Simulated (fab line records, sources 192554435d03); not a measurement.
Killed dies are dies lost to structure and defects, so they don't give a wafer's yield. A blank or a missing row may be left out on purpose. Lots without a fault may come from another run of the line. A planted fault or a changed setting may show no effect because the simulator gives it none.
Which tool did it? | flow n5_finfet | 12 lots, 36 wafers sampled, at 1 step of a route of 1938

WHAT THE GAUGES READ, wafer by wafer
N5_BEOL_M8_CD_MEAS_18: pitch 80 nm, target cd 40 nm.
lot  | measured     | on        | cd_nm (nm)
L077 | day 13 05:37 | cd_sem-03 | 40.2 40.3 38.9
L076 | day 13 16:44 | cd_sem-01 | 40.2 39.4 39.9
L078 | day 14 02:05 | cd_sem-01 | 39.2 39.2 38.6
L079 | day 14 09:54 | cd_sem-03 | 39.8 40.4 39.7
L081 | day 15 08:57 | cd_sem-03 | 39.0 39.3 39.5
L083 | day 15 19:00 | cd_sem-02 | 37.9 38.3 39.9
L090 | day 16 18:32 | cd_sem-03 | 38.7 39.8 39.6
L088 | day 17 06:00 | cd_sem-02 | 39.8 39.6 40.9
L091 | day 17 12:38 | cd_sem-03 | 38.3 38.9 38.5
L094 | day 17 17:26 | cd_sem-02 | 38.7 39.0 38.6
L093 | day 18 16:18 | cd_sem-03 | 39.2 39.3 39.7
L097 | day 19 02:28 | cd_sem-01 | 38.8 39.3 40.2

WHICH TOOL RAN EACH LOT (tool, then ch and the chambers of the sampled wafers, then the start)
The record holds no process step before these readings.

THE ANSWER, worked out from the rows above alone
Rule: what is usual is taken from the lots themselves. Put in order of their means at a reading, lots are off if they are a third of the lots or fewer, leave a main group of 4 or more, and stand apart from it by a gap of 3 or more times the standard deviation of the main group's means; of several such gaps the widest counts. A main group whose means are all the same, to the digits that the tables above print for the reading, isn't used. A lot without any number at a reading at which 4 lots or more have one is off too. The other lots that the step has rows for count as sound.
No lot is off at any reading shown: from this, nothing can be told.

WHAT THE SIMULATOR HAD PUT IN
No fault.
